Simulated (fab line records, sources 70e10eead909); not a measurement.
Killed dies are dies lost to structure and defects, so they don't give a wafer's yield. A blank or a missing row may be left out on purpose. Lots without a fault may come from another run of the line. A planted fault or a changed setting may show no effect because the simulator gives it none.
Chamber matching | flow nand_harc | NHARC_P_BONDPAD_DEP_00 on pecvd-03: 3 sister chambers
The step deposits SiCN, target thk 250 nm. 3 wafers are shown with their chamber, then 9 later ones without.

WAFERS WITH THEIR CHAMBER
wafer  | chamber | heater_power_w (W)
L088.4 | 2       | 642
L088.5 | 1       | 528
L088.6 | 0       | 490

WAFERS WITHOUT THEIR CHAMBER
wafer  | heater_power_w (W)
L090.2 | 558
L090.3 | 510
L090.6 | 507
L092.2 | 525
L092.3 | 571
L092.4 | 587
L094.1 | 618
L094.5 | 554
L094.6 | 624

WHICH CHAMBER EACH WENT THROUGH
wafer  | from the rows above          | in truth
L090.2 | can't be placed: 1 or 0 or 2 | 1
L090.3 | can't be placed: 1 or 0      | 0
L090.6 | can't be placed: 0 or 1      | 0
L092.2 | can't be placed: 1 or 0      | 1
L092.3 | can't be placed: 1 or 2 or 0 | 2
L092.4 | can't be placed: 2 or 1 or 0 | 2
L094.1 | 2                            | 2
L094.5 | can't be placed: 1 or 0      | 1
L094.6 | 2                            | 2
Placed correctly: 2 of 9. Can't be placed from these rows: 7 (the true chamber is among the candidates in 7). Placed wrongly: 0.
How it was worked out, from the rows above alone: a wafer's distance from a chamber is the root of the sum, over the readings, of the square of ((its reading less the chamber's mean) divided by the reading's scatter). The wafer belongs to the nearest chamber; if the next one is less than 2 further off, it can't be placed. A chamber's mean is the mean of its shown wafers. The scatter: with one shown wafer a chamber, the root of the mean of the squares of how far each hidden wafer lies from its nearest shown one.
